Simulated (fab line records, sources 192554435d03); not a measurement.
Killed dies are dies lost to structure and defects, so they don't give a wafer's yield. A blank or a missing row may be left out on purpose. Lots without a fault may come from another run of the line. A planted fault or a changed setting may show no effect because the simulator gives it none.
fab line records | flow n5_finfet
record lots=7 wafers=39
route steps=1938 shown FIN_CUT@176 DUMMY_GATE@237 SD_EPI_N@288 SD_ACTIVATION@330 HKMG_FIN@386 MOL_CONTACT_COAG@538
start_h: hours from the record's first day to the start of the lot's first wafer shown | wait_h: hours since the lot's step before | " the same as in the row above | L1.1+2: a row that stands for several wafers | - no value, or no start given | * or withheld: withheld | < > ~ a bound
route shown NAME@n: a module of which the file shows steps, and the number in the route of the first | usual: mean/standard deviation of fault-free wafers | same: alike in all rows | chamber/n: place in a boat | sites: the reading at each site | _std_site: their standard deviation | _edge_site: outer sites' mean less inner sites' | radius_mm: how far each site lies from the wafer's centre | mask NAME#n: copy n | behind: the tool/chamber that last shaped the wafer | hold: why the lot was held/for how many hours/how that ended | device: the transistor (n, p or np) that didn't switch | end of line: the same wafers' tests at the end of the route | a step without rows: its recipe alone | killed: dies lost to structure and defects at the first sort, not the wafer's yield | map: a wafer's dies, x killed, . not, _ none there
set.NAME: the setting as run; set.NAME@STEP: as run at that earlier step | model.NAME: the simulator's own value behind a step, which no gauge read
lots whose settings were changed on purpose; a table a step, a row a wafer
## steps
# step N5_FIN_CUT_CUT_ETCH_15
# recipe chemistry=HBr/Cl2/O2 target=Si target_depth_a=1000 bt_time_s=10 mask_material=SOC time_s=42.4 ion_energy_ev=* bias_w=* pressure_mtorr=10 icp_w=800 HBr_flow_sccm=150 Cl2_flow_sccm=80 O2_flow_sccm=12
# columns lot.wafer tool chamber start_h wait_h set.time_s model.FIN_CUT.feature_depth_nm model.etch.depth_nm model.SOC_of_FIN_CUT_COAT_18.thk_nm
L075.1 rie_si-01 2 34.57 0.1 42.4 99 99.05 171.4
L075.2 " 3 " " 50.61 122 121.9 162.4
L075.3 " 0 " " 50.61 121.8 121.8 163
L075.4 " 1 " " 42.4 100.4 100.3 170.4
L075.5 " 3 " " 50.61 121 120.9 162.2
L075.6 " 2 " " 42.4 99 99.1 170.6
L080.1 rie_si-05 0 63.11 0.1 42.4 99.6 99.65 170.2
L080.2 " 3 " " 42.4 99.8 99.82 170.2
L080.6 " 0 " " 42.4 99.4 99.38 170.4
L084.1 rie_si-02 2 90.09 0.1 42.4 101 101 170.2
L084.2 " 3 " " 42.4 101 100.9 169.6
L084.3 " 1 " " 42.4 99.6 99.66 170.2
L084.4 " 0 " " 42.4 100 100.1 170.2
L084.5 " 3 " " 42.4 100.8 100.7 169.2
L084.6 " 0 " " 42.4 100.2 100.1 169.2
L086.1 rie_si-05 3 102.72 0.1 42.4 100 100 170.8
L086.2 " 2 " " 51.45 121.8 121.7 162.6
L086.3 " 0 " " 42.4 99.4 99.32 171.4
L086.4 " 0 " " 51.45 121.8 121.7 162.8
L086.5 " 3 " " 42.4 99 99.09 170.6
L086.6 " 2 " " 51.45 122.8 122.7 162.8
L092.1 rie_si-05 1 135.82 0.1 42.4 103.6 103.7 169.4
L092.2 " 3 " " 46.27 111.2 111.1 165.8
L092.3 " 2 " " 46.27 111 111.1 166.6
L092.4 " 0 " " 46.27 109.6 109.7 166.4
L092.5 " 1 " " 42.4 102.2 102.3 169.6
L092.6 " 0 " " 42.4 101.6 101.5 169.8
L093.1 rie_si-05 1 141.24 0.1 42.4 101.6 101.7 169.6
L093.2 " 2 " " 42.4 100.6 100.5 170.2
L093.3 " 3 " " 52.11 120.8 120.9 163
L093.4 " 0 " " 42.4 99.4 99.33 169.8
L093.5 " 1 " " 52.11 124.8 124.8 161.2
L093.6 " 2 " " 52.11 123.4 123.4 160.4
L094.1 rie_si-02 0 147.97 0.1 42.4 100 99.98 170
L094.2 " 2 " " 36.52 87.2 87.13 175.8
L094.3 " 3 " " 36.52 86.6 86.53 175
L094.4 " 1 " " 42.4 99 98.92 170.8
L094.5 " 2 " " 36.52 86.4 86.44 175.6
L094.6 " 1 " " 42.4 99 98.99 170.2
# step N5_FIN_CUT_CUT_ETCH_28
# recipe chemistry=HBr/Cl2/O2 target=Si target_depth_a=60 mask_material=SOC time_s=2.4 ion_energy_ev=* bias_w=* pressure_mtorr=10 icp_w=800 HBr_flow_sccm=150 Cl2_flow_sccm=80 O2_flow_sccm=12
# columns lot.wafer tool chamber start_h wait_h set.time_s@FIN_CUT_CUT_ETCH_15 model.SOC_of_FIN_CUT_COAT_18.thk_nm
L075.1 rie_si-01 2 34.63 0.0 42.4 169.6
L075.2 " 3 " " 50.61 160.6
L075.3 " 0 " " 50.61 161.2
L075.4 " 1 " " 42.4 168.6
L075.5 " 3 " " 50.61 160.4
L075.6 " 2 " " 42.4 169
L080.1+2+6 rie_si-05 0,3,0 63.17 0.0 42.4 168.6
L084.1+3+4 rie_si-02 2,1,0 90.14 0.0 42.4 168.4
L084.2 " 3 " " 42.4 167.8
L084.5+6 " 3,0 " " 42.4 167.6
L086.1 rie_si-05 3 102.77 0.0 42.4 169.2
L086.2+4+6 " 2,0,2 " " 51.45 161
L086.3 " 0 " " 42.4 169.6
L086.5 " 3 " " 42.4 169
L092.1 rie_si-05 1 135.88 0.0 42.4 167.6
L092.2 " 3 " " 46.27 164
L092.3+4 " 2,0 " " 46.27 164.8
L092.5 " 1 " " 42.4 167.8
L092.6 " 0 " " 42.4 168
L093.1 rie_si-05 1 141.30 0.0 42.4 167.8
L093.2 " 2 " " 42.4 168.4
L093.3 " 3 " " 52.11 161.4
L093.4 " 0 " " 42.4 168
L093.5 " 1 " " 52.11 159.4
L093.6 " 2 " " 52.11 158.6
L094.1 rie_si-02 0 148.02 0.0 42.4 168.2
L094.2 " 2 " " 36.52 174
L094.3 " 3 " " 36.52 173.2
L094.4 " 1 " " 42.4 169.2
L094.5 " 2 " " 36.52 173.8
L094.6 " 1 " " 42.4 168.6
# step N5_DUMMY_GATE_ETCH_37
# recipe chemistry=N2/H2 target=SOC target_depth_a=600 overetch_a=300 temp_c=40 ion_energy_ev=200 pressure_mtorr=30 source_w=840 bias_w=150 n2_flow_sccm=200 h2_flow_sccm=200
# usual rf_vpp_V=523.3/2.7
# columns lot.wafer tool chamber start_h wait_h set.source_w rf_vpp_V model.SiARC_of_DUMMY_GATE_COAT_35.thk_nm
L075.1 rie_diel-03 1 53.39 0.0 979.4 493.3 4.6
L075.2 " 0 " " 840 524.5 5
L075.3 " 3 " " 840 529.8 4.8
L075.4 " 2 " " 979.4 496.0 4.4
L075.5 " 1 " " 979.4 491.9 4.6
L075.6 " 0 " " 840 525.5 5
L080.1 rie_diel-03 1 83.30 0.0 840 520.3 5
L080.2 " 0 " " 840 525.5 5
L080.6 " 2 " " 840 523.1 5
L084.1 rie_diel-02 0 111.55 0.0 904.6 513.9 5
L084.2 " 3 " " 840 521.9 4.8
L084.3 " 1 " " 904.6 507.2 4.8
L084.4 " 2 " " 840 519.7 5
L084.5 " 2 " " 904.6 508.2 4.8
L084.6 " 1 " " 840 521.6 5
L086.1 rie_diel-02 0 123.39 0.0 911.9 511.7 5
L086.2 " 1 " " 911.9 508.9 4.8
L086.3 " 3 " " 840 522.0 5
L086.4 " 2 " " 911.9 506.1 4.8
L086.5 " 3 " " 840 521.5 5
L086.6 " 2 " " 840 520.9 5
L092.1 rie_diel-01 0 154.00 0.0 840 524.8 5
L092.2 " 2 " " 692.6 559.9 5.6
L092.3 " 1 " " 840 523.0 4.8
L092.4 " 3 " " 692.6 558.3 5.6
L092.5 " 2 " " 692.6 561.1 5.6
L092.6 " 3 " " 840 523.9 5
L093.1 rie_diel-02 0 161.08 0.0 840 525.6 5.2
L093.2 " 2 " " 998 491.6 4.6
L093.3 " 3 " " 998 492.6 4.4
L093.4 " 1 " " 998 493.0 4.6
L093.5 " 3 " " 840 521.6 5
L093.6 " 2 " " 840 521.0 5
L094.1 rie_diel-01 0 171.17 0.0 933.3 508.1 4.8
L094.2 " 1 " " 840 522.3 4.8
L094.3 " 3 " " 933.3 506.4 4.6
L094.4 " 2 " " 840 526.2 5
L094.5 " 0 " " 933.3 505.8 4.8
L094.6 " 1 " " 840 523.9 4.8
# step N5_DUMMY_GATE_ETCH_32
# recipe chemistry=CF4 target=SiO2 target_depth_a=35 time_s=3.9 ion_energy_ev=350 pressure_mtorr=10 icp_w=800 bias_w=400 cf4_flow_sccm=80
# columns lot.wafer tool chamber start_h wait_h set.time_s model.etch.depth_nm
L075.1 rie_si-02 2 53.92 0.1 3.9 3.586
L075.2 " 1 " " 3.9 3.423
L075.3 " 3 " " 3.9 3.547
L075.4 " 1 " " 3.9 3.412
L075.5 " 3 " " 3.9 3.525
L075.6 " 2 " " 3.9 3.569
L080.1 rie_si-01 2 83.84 0.1 3.9 3.49
L080.2 " 0 " " 3.9 3.641
L080.6 " 0 " " 3.9 3.669
L084.1 rie_si-02 2 112.07 0.1 4.709 4.299
L084.2 " 1 " " 4.709 4.209
L084.3 " 3 " " 3.9 3.561
L084.4 " 0 " " 3.9 3.527
L084.5 " 1 " " 4.709 4.169
L084.6 " 2 " " 3.9 3.579
L086.1 rie_si-02 0 123.92 0.1 3.9 3.507
L086.2 " 1 " " 3.151 2.81
L086.3 " 2 " " 3.9 3.579
L086.4 " 3 " " 3.9 3.547
L086.5+6 " 0,1 " " 3.151 2.816
L092.1 rie_si-01 1 154.66 0.1 3.9 3.477
L092.2 " 0 " " 3.9 3.589
L092.3 " 2 " " 3.9 3.5
L092.4 " 3 " " 3.9 3.542
L092.5 " 0 " " 3.9 3.609
L092.6 " 3 " " 3.9 3.567
L093.1 rie_si-01 3 161.61 0.1 3.486 3.161
L093.2 " 0 " " 3.486 3.189
L093.3 " 2 " " 3.486 3.106
L093.4 " 1 " " 3.9 3.494
L093.5 " 3 " " 3.9 3.556
L093.6 " 0 " " 3.9 3.597
L094.1 rie_si-01 2 171.76 0.1 3.9 3.453
L094.2 " 3 " " 3.9 3.55
L094.3 " 0 " " 3.9 3.57
L094.4 " 1 " " 3.9 3.482
L094.5 " 3 " " 3.9 3.565
L094.6 " 0 " " 3.9 3.592
# step N5_SD_EPI_N_EPI_21
# recipe material=Si:P dopant=P temp_c=680 pressure_torr=255 time_s=690
# columns lot.wafer tool chamber start_h wait_h set.pressure_torr model.Si-P_of_SD_EPI_N_EPI_21.thk_nm
L075.1 epi_rpcvd-04 0 57.32 0.2 206.1 54.2
L075.2+4+5+6 " 0 " " 206.1 54.6
L075.3 " 0 " " 206.1 54
L080.1 epi_rpcvd-01 0 88.95 0.1 255 58.8
L080.2+6 " 0 " " 255 59.4
L084.1 epi_rpcvd-04 0 115.39 0.1 276 60.4
L084.2 " 0 " " 276 61.4
L084.3 " 0 " " 276 60.6
L084.4 " 0 " " 276 60.8
L084.5 " 0 " " 276 61
L084.6 " 0 " " 276 61.2
L086.1+2 epi_rpcvd-01 0 128.13 0.1 296.6 62
L086.3+4 " 0 " " 296.6 61.8
L086.5 " 0 " " 296.6 62.2
L086.6 " 0 " " 296.6 61.6
L092.1 epi_rpcvd-01 0 158.16 0.1 287.2 63.8
L092.2 " 0 " " 287.2 62.6
L092.3 " 0 " " 287.2 63
L092.4 " 0 " " 287.2 63.2
L092.5+6 " 0 " " 287.2 63.4
L093.1+4+6 epi_rpcvd-04 0 165.15 0.1 210.7 54.8
L093.2 " 0 " " 210.7 54.4
L093.3 " 0 " " 210.7 55
L093.5 " 0 " " 210.7 54.6
L094.1+4 epi_rpcvd-01 0 175.54 0.2 279.7 61
L094.2 " 0 " " 279.7 60.6
L094.3 " 0 " " 279.7 61.2
L094.5 " 0 " " 279.7 60.4
L094.6 " 0 " " 279.7 60.2
# step N5_SD_EPI_N_EPI_MEAS_23
# recipe mode=xrd
# usual thk_nm=59.1/1.2
# columns lot.wafer tool chamber start_h wait_h set.pressure_torr@SD_EPI_N_EPI_21 thk_nm
L075.1 film_metro-02 - 59.60 1.9 206.1 52.7
L075.2 " - " " 206.1 54.6
L075.3 " - " " 206.1 55.2
L075.4 " - " " 206.1 55.1
L075.5 " - " " 206.1 54.3
L075.6 " - " " 206.1 52.2
L080.1 film_metro-01 - 90.66 1.4 255 59.3
L080.2 " - " " 255 59.0
L080.6 " - " " 255 59.2
L084.1 film_metro-02 - 117.11 1.4 276 61.6
L084.2 " - " " 276 61.6
L084.3 " - " " 276 59.4
L084.4 " - " " 276 61.8
L084.5 " - " " 276 59.4
L084.6 " - " " 276 61.7
L086.1 film_metro-02 - 129.85 1.4 296.6 62.3
L086.2 " - " " 296.6 61.9
L086.3 " - " " 296.6 61.9
L086.4 " - " " 296.6 62.3
L086.5 " - " " 296.6 61.9
L086.6 " - " " 296.6 63.6
L092.1 film_metro-02 - 159.88 1.4 287.2 63.5
L092.2 " - " " 287.2 62.3
L092.3 " - " " 287.2 62.7
L092.4 " - " " 287.2 61.7
L092.5 " - " " 287.2 62.7
L092.6 " - " " 287.2 63.5
L093.1 film_metro-01 - 166.87 1.4 210.7 54.8
L093.2 " - " " 210.7 53.6
L093.3 " - " " 210.7 54.6
L093.4 " - " " 210.7 55.8
L093.5 " - " " 210.7 54.2
L093.6 " - " " 210.7 54.3
L094.1 film_metro-02 - 177.81 1.9 279.7 61.7
L094.2 " - " " 279.7 58.9
L094.3 " - " " 279.7 59.6
L094.4 " - " " 279.7 62.8
L094.5 " - " " 279.7 62.1
L094.6 " - " " 279.7 61.2
# step N5_SD_EPI_N_PRECLEAN_24
# recipe chemistry=O3/DIW time_s=60 temp_c=22 o3_ppm=10
# step N5_SD_EPI_N_SRD_25
# recipe time_s=30 temp_c=23 rinse_liquid=diw dry=ipa_marangoni
# step N5_SD_ACTIVATION_RTA_00
# recipe temp_c=975 time_s=0 ambient=N2 idle_temp_c=600 ramp_up_c_per_s=150 ramp_down_c_per_s=60 cool_to_c=600
# step N5_SD_ACTIVATION_LSA_01
# recipe temp_c=1080 time_s=0.0008 ambient=N2
# step N5_SD_ACTIVATION_RS_MEAS_03
# recipe thk_meas_gauge=four-point-probe
# usual RS_SD_N=21.84/0.29 RS_SD_P=56.2/0.7
# columns lot.wafer tool chamber start_h wait_h set.pressure_torr@SD_EPI_N_EPI_21 RS_SD_N[ohm/sq] RS_SD_P[ohm/sq]
L075.1 film_metro-02 - 65.63 0.2 206.1 24.49 57.2
L075.2 " - " " 206.1 24.00 56.5
L075.3 " - " " 206.1 24.21 56.2
L075.4 " - " " 206.1 24.00 57.0
L075.5 " - " " 206.1 24.13 56.7
L075.6 " - " " 206.1 23.99 56.4
L080.1 film_metro-02 - 96.33 0.2 255 22.18 55.6
L080.2 " - " " 255 21.98 55.8
L080.6 " - " " 255 21.90 55.5
L084.1 film_metro-02 - 122.31 0.2 276 21.19 56.4
L084.2 " - " " 276 21.00 56.5
L084.3 " - " " 276 21.44 57.0
L084.4 " - " " 276 21.33 56.8
L084.5 " - " " 276 21.22 57.4
L084.6 " - " " 276 21.15 56.5
L086.1 film_metro-02 - 135.25 0.2 296.6 20.25 57.1
L086.2 " - " " 296.6 20.53 56.6
L086.3 " - " " 296.6 20.57 57.0
L086.4 " - " " 296.6 20.67 57.5
L086.5 " - " " 296.6 20.40 56.2
L086.6 " - " " 296.6 20.59 56.8
L092.1 film_metro-01 - 165.13 0.2 287.2 20.08 55.9
L092.2 " - " " 287.2 20.35 56.1
L092.3 " - " " 287.2 20.38 55.8
L092.4 " - " " 287.2 20.14 56.7
L092.5 " - " " 287.2 20.25 56.2
L092.6 " - " " 287.2 20.19 56.1
L093.1 film_metro-01 - 172.18 0.2 210.7 23.72 56.3
L093.2 " - " " 210.7 23.97 56.1
L093.3 " - " " 210.7 23.73 55.2
L093.4 " - " " 210.7 23.93 56.2
L093.5 " - " " 210.7 23.87 56.0
L093.6 " - " " 210.7 23.74 56.8
L094.1 film_metro-01 - 183.22 0.2 279.7 20.90 56.2
L094.2 " - " " 279.7 21.09 55.8
L094.3 " - " " 279.7 20.83 55.9
L094.4 " - " " 279.7 20.80 56.0
L094.5 " - " " 279.7 21.33 56.6
L094.6 " - " " 279.7 21.34 55.9
# step N5_HKMG_FIN_HK_ALD_01
# recipe material=HfO2 target_thk_a=16 temp_c=withheld ald_precursor_family=HfCl4 ald_co_reactant=H2O pulse_time_s=3 purge_time_s=3 co_reactant_purge_time_s=2.5 co_reactant_pulse_time_s=0.3 ald_cycles=30
# columns lot.wafer tool chamber start_h wait_h set.ald_cycles
L075.1+5+6 ald_hk-01 2,0,1 78.43 0.0 30
L075.2+3+4 " 0,1,3 " " 34
L080.1+2+6 ald_hk-02 3,2,2 108.89 0.0 30
L084.1+2+3+4+5+6 ald_hk-03 2,3,0,1,3,2 134.27 0.0 30
L086.1+2+3+4+5+6 ald_hk-01 2,0,3,1,1,2 147.09 0.0 30
L092.1+3+5 ald_hk-03 0,1,0 176.94 0.0 34
L092.2+4+6 " 2,3,1 " " 30
L093.1+2+3+4+5+6 ald_hk-01 1,0,2,3,2,1 185.46 0.0 30
L094.1+3+4 ald_hk-01 1,3,0 195.13 0.0 26
L094.2+5+6 " 2,2,1 " " 30
# step N5_HKMG_FIN_HK_ANNEAL_02
# recipe temp_c=700 time_s=30 ambient=N2 idle_temp_c=600 ramp_up_c_per_s=150 ramp_down_c_per_s=60 cool_to_c=600
# step N5_HKMG_FIN_ALD_74
# recipe material=La2O3 target_thk_a=5 temp_c=250 ald_precursor_family=La-Cp ald_co_reactant=O3 pulse_time_s=6 co_reactant_pulse_time_s=1 purge_time_s=3 co_reactant_purge_time_s=3
# step N5_HKMG_FIN_WET_ETCH_82
# recipe chemistry=dHCl mix=1:10000 temp_c=25 target=La2O3 stop_on=HfO2 target_depth_nm=2 dry=ipa_marangoni rinse_time_s=30 rinse_temp_c=23
# step N5_HKMG_FIN_ALD_36
# recipe material=TiN target_thk_a=10 temp_c=400 ald_precursor_family=TiCl4 ald_co_reactant=NH3 pulse_time_s=1 purge_time_s=3 co_reactant_purge_time_s=2 co_reactant_pulse_time_s=2 ald_cycles=47 pressure_torr=3
# step N5_HKMG_FIN_THK_MEAS_70
# recipe thk_meas_gauge=xrf reads=HfO2_of_HKMG_FIN_HK_ALD_01
# usual HK_THK=1.593/0.022
# columns lot.wafer tool chamber start_h wait_h set.ald_cycles@HKMG_FIN_HK_ALD_01 HK_THK[nm]
L075.1 film_metro-01 - 82.08 0.2 30 1.606
L075.2 " - " " 34 1.840
L075.3 " - " " 34 1.828
L075.4 " - " " 34 1.841
L075.5 " - " " 30 1.610
L075.6 " - " " 30 1.608
L080.1 film_metro-02 - 112.50 0.2 30 1.611
L080.2 " - " " 30 1.571
L080.6 " - " " 30 1.605
L084.1 film_metro-01 - 137.82 0.2 30 1.622
L084.2 " - " " 30 1.597
L084.3 " - " " 30 1.598
L084.4 " - " " 30 1.599
L084.5 " - " " 30 1.592
L084.6 " - " " 30 1.596
L086.1 film_metro-01 - 150.58 0.2 30 1.592
L086.2 " - " " 30 1.599
L086.3 " - " " 30 1.610
L086.4 " - " " 30 1.593
L086.5 " - " " 30 1.593
L086.6 " - " " 30 1.600
L092.1 film_metro-02 - 181.19 0.2 34 1.815
L092.2 " - " " 30 1.586
L092.3 " - " " 34 1.801
L092.4 " - " " 30 1.598
L092.5 " - " " 34 1.803
L092.6 " - " " 30 1.585
L093.1 film_metro-02 - 188.94 0.2 30 1.578
L093.2 " - " " 30 1.583
L093.3 " - " " 30 1.590
L093.4 " - " " 30 1.532
L093.5 " - " " 30 1.562
L093.6 " - " " 30 1.591
L094.1 film_metro-02 - 198.71 0.2 26 1.351
L094.2 " - " " 30 1.581
L094.3 " - " " 26 1.389
L094.4 " - " " 26 1.376
L094.5 " - " " 30 1.568
L094.6 " - " " 30 1.530
# step N5_MOL_CONTACT_COAG_ETCH_110
# recipe chemistry=CF4/O2 target=Si target_depth_a=25 time_s=8 pressure_mtorr=100 source_w=200 bias_w=12 ion_energy_ev=60 Ar_flow_sccm=100 cf4_flow_sccm=100 O2_flow_sccm=10
# usual rf_vpp_V=127.3/1.6
# columns lot.wafer tool chamber start_h wait_h set.source_w rf_vpp_V model.etch.depth_nm
L075.1 rie_diel-06 2 96.31 0.0 200 125.6 2.454
L075.2 " 3 " " 200 126.2 2.497
L075.3 " 1 " " 220.8 120.3 2.715
L075.4 " 0 " " 220.8 123.4 2.762
L075.5 " 0 " " 220.8 121.5 2.744
L075.6 " 3 " " 200 125.8 2.503
L080.1 rie_diel-06 1 127.29 0.0 200 127.3 2.466
L080.2 " 3 " " 200 127.8 2.506
L080.6 " 1 " " 200 126.5 2.459
L084.1 rie_diel-05 0 155.42 0.0 190 128.2 2.424
L084.2 " 1 " " 200 127.9 2.497
L084.3 " 3 " " 200 127.8 2.48
L084.4 " 2 " " 190 133.8 2.378
L084.5 " 2 " " 190 130.8 2.368
L084.6 " 1 " " 200 126.7 2.502
L086.1 rie_diel-04 0 164.28 0.0 200 125.7 2.512
L086.2 " 3 " " 200 128.0 2.513
L086.3 " 1 " " 200 128.6 2.489
L086.4 " 2 " " 200 129.2 2.481
L086.5 " 2 " " 200 128.2 2.486
L086.6 " 3 " " 200 127.4 2.509
L092.1 rie_diel-06 3 195.17 0.0 189.1 130.6 2.392
L092.2 " 1 " " 189.1 131.1 2.388
L092.3 " 0 " " 189.1 134.6 2.415
L092.4 " 2 " " 200 126.6 2.548
L092.5 " 1 " " 200 127.7 2.504
L092.6 " 2 " " 200 126.9 2.539
L093.1 rie_diel-05 0 202.27 0.0 228.6 113.9 2.83
L093.2 " 1 " " 200 126.9 2.484
L093.3 " 3 " " 200 128.3 2.449
L093.4 " 2 " " 228.6 118.8 2.789
L093.5 " 0 " " 200 125.9 2.505
L093.6 " 1 " " 228.6 116.3 2.796
L094.1 rie_diel-05 3 212.08 0.0 216.6 123.1 2.622
L094.2 " 0 " " 216.6 119.1 2.696
L094.3 " 2 " " 216.6 122.4 2.64
L094.4 " 1 " " 200 125.6 2.494
L094.5 " 2 " " 200 127.0 2.472
L094.6 " 1 " " 200 125.9 2.475
## key
split step=N5_FIN_CUT_CUT_ETCH_15 setting=time_s stated=42.4 by=wafer
response step=N5_FIN_CUT_CUT_ETCH_15 reading=model.FIN_CUT.feature_depth_nm change=+1.03 per=1% r=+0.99
response step=N5_FIN_CUT_CUT_ETCH_15 reading=model.etch.depth_nm change=+1.03 per=1% r=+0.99
response step=N5_FIN_CUT_CUT_ETCH_15 reading=model.SOC_of_FIN_CUT_COAT_18.thk_nm change=-0.385 per=1% r=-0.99
response step=N5_FIN_CUT_CUT_ETCH_28 reading=model.SOC_of_FIN_CUT_COAT_18.thk_nm change=-0.384 per=1% r=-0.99
split step=N5_DUMMY_GATE_ETCH_37 setting=source_w stated=840 by=wafer
response step=N5_DUMMY_GATE_ETCH_37 reading=rf_vpp_V change=-1.79 per=1% r=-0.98
response step=N5_DUMMY_GATE_ETCH_37 reading=model.SiARC_of_DUMMY_GATE_COAT_35.thk_nm change=-0.0264 per=1% r=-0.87
split step=N5_DUMMY_GATE_ETCH_32 setting=time_s stated=3.9 by=wafer
response step=N5_DUMMY_GATE_ETCH_32 reading=model.etch.depth_nm change=+0.0352 per=1% r=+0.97
split step=N5_SD_EPI_N_EPI_21 setting=pressure_torr stated=255 by=lot
response step=N5_SD_EPI_N_EPI_21 reading=model.Si-P_of_SD_EPI_N_EPI_21.thk_nm change=+0.235 per=1% r=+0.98
response step=N5_SD_EPI_N_EPI_MEAS_23 reading=thk_nm change=* per=1% r=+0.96
response step=N5_SD_ACTIVATION_RS_MEAS_03 reading=RS_SD_N change=-0.108 per=1% r=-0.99
split step=N5_HKMG_FIN_HK_ALD_01 setting=ald_cycles stated=30 by=wafer
response step=N5_HKMG_FIN_THK_MEAS_70 reading=HK_THK change=+0.0158 per=1% r=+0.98
split step=N5_MOL_CONTACT_COAG_ETCH_110 setting=source_w stated=200 by=wafer
response step=N5_MOL_CONTACT_COAG_ETCH_110 reading=rf_vpp_V change=-0.641 per=1% r=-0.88
response step=N5_MOL_CONTACT_COAG_ETCH_110 reading=model.etch.depth_nm change=+0.0229 per=1% r=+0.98
